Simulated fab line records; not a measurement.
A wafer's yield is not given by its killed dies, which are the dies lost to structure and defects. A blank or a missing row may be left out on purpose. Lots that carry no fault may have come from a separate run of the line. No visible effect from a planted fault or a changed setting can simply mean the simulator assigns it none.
Matching of chambers + flow nand-harc + NHARC_P_M1_STRIP_18 on rie-diel-09 has 4 sister chambers
The step strips in N2/H2. 8 wafers are shown with their chamber, then 7 later ones without.

## WAFERS PAIRED WITH THEIR CHAMBERS
| wafer  | chamber | drypump-motor-current-A (A) | oes-product-au (a.u.) |
|--------|---------|-----------------------------|-----------------------|
| L074.2 | 0       | 5.6                         | 1.010                 |
| L082.3 | 0       | 5.5                         | 1.020                 |
| L084.2 | 2       | 6.4                         | 0.993                 |
| L084.6 | 1       | 5.8                         | 1.007                 |
| L087.4 | 1       | 5.8                         | 0.986                 |
| L087.6 | 3       | 5.7                         | 0.983                 |
| L089.1 | 2       | 6.5                         | 0.996                 |
| L089.4 | 3       | 5.7                         | 1.003                 |

## WAFERS WITHOUT THEIR CHAMBER
| wafer  | drypump-motor-current-A (A) | oes-product-au (a.u.) |
|--------|-----------------------------|-----------------------|
| L089.5 | 5.6                         | 1.032                 |
| L092.3 | 5.7                         | 0.996                 |
| L092.5 | 6.4                         | 0.985                 |
| L092.6 | 5.7                         | 0.999                 |
| L096.3 | 5.8                         | 0.976                 |
| L096.5 | 5.7                         | 0.979                 |
| L096.6 | 5.5                         | 1.013                 |

## WHICH CHAMBER EACH WENT THROUGH
| wafer  | from the rows above     | in truth |
|--------|-------------------------|----------|
| L089.5 | 0                       | 0        |
| L092.3 | can't be placed: 3 or 1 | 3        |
| L092.5 | 2                       | 2        |
| L092.6 | can't be placed: 3 or 1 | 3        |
| L096.3 | can't be placed: 1 or 3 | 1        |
| L096.5 | can't be placed: 3 or 1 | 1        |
| L096.6 | 0                       | 0        |
Correctly placed: 3 of 7. Cannot be placed on the basis of these rows: 4; the candidates contain the true chamber in 4. Wrongly placed: 0.
How it was worked out, from the rows above alone: a wafer's distance from a chamber is the root of the sum, over the readings, of the square of ((its reading less the chamber's mean) divided by the reading's scatter). If the next closest chamber is less than 2 further off than the closest, the wafer can't be placed; otherwise it belongs to the closest. Each chamber's mean is taken over the wafers shown for it. The scatter: take each reading less its chamber's mean, square it, sum over the shown wafers, divide by the number of wafers less the number of chambers, and take the root.
